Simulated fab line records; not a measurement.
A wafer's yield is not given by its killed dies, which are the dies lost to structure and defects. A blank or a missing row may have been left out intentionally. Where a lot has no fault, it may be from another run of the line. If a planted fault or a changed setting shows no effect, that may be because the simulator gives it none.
The same fault as seen by 2 desks -- flow n5 finfet -- each desk holds nothing but its own numbers, with what lay behind them at the end

== THE TOOL OWNER'S DESK: rtp anneal-01 ==
Per lot that ran on this tool, the mean of the sampled wafers carrying a number, from the tool's own readings at N5_BEOL_M7_ANNEAL_51 (time 90 s). The brackets show how far a lot's mean lies from the usual mean; more than 4 standard deviations puts the lot out of limits, marked OUT.
Columns: A = anneal temp c at N5_BEOL_M7_ANNEAL_51, usual 224.99 C; B = anneal temp c max at N5_BEOL_M7_ANNEAL_51, usual 226.02; C = wafer_temp_C_max at N5_BEOL_M7_ANNEAL_51, usual 226.6
lot,first seen here,A,B,C
L393,day 13 20:49,224.91,225.83,227.3
This desk's finding: nothing out of limits on the one lot.

== FROM THE METROLOGY DESK ==
What the gauges read, lot by lot, whatever tool the lot ran on: means of the sampled wafers that have a number. The brackets show how far a lot's mean lies from the usual mean; more than 4 standard deviations puts the lot out of limits, marked OUT. Only the readings that lie furthest out on some lot appear, 7 of the 10 it has.
Columns: A = DIBL_N at N5_BEOL_M4_RC_MEAS_101, usual 36.0 mV/V; B = IOFF_N at N5_BEOL_M4_RC_MEAS_101, usual 0.16 nA/um; C = IOFF_P at N5_BEOL_M4_RC_MEAS_101, usual 0.21 nA/um; D = ION_N at N5_BEOL_M4_RC_MEAS_101, usual 679 uA/um; E = ION_P at N5_BEOL_M4_RC_MEAS_101, usual 465 uA/um; F = VT_N at N5_BEOL_M4_RC_MEAS_101, usual 249 mV; G = VT_P at N5_BEOL_M4_RC_MEAS_101, usual -251 mV
lot,first seen here,A,B,C,D,E,F,G
L382,day 9 21:52,35.1,0.14,0.20,669,457,249,-251
L384,day 10 14:05,35.6,0.14,0.20,666,462,253,-252
L387,day 11 11:48,36.2,0.14,0.23,673,470,251,-248
L393,day 12 16:23,35.8,0.14,0.20,679,466,251,-250
L396,day 14 01:37,37.4,0.17,0.22,692,468,247,-249
This desk found nothing out of limits on any of the 5 lots.

== TAKEN TOGETHER ==
The tool owner's desk saw nothing out of limits.
At the metrology desk, nothing out of limits was observed.

== WHAT THE SIMULATOR PUT IN ==
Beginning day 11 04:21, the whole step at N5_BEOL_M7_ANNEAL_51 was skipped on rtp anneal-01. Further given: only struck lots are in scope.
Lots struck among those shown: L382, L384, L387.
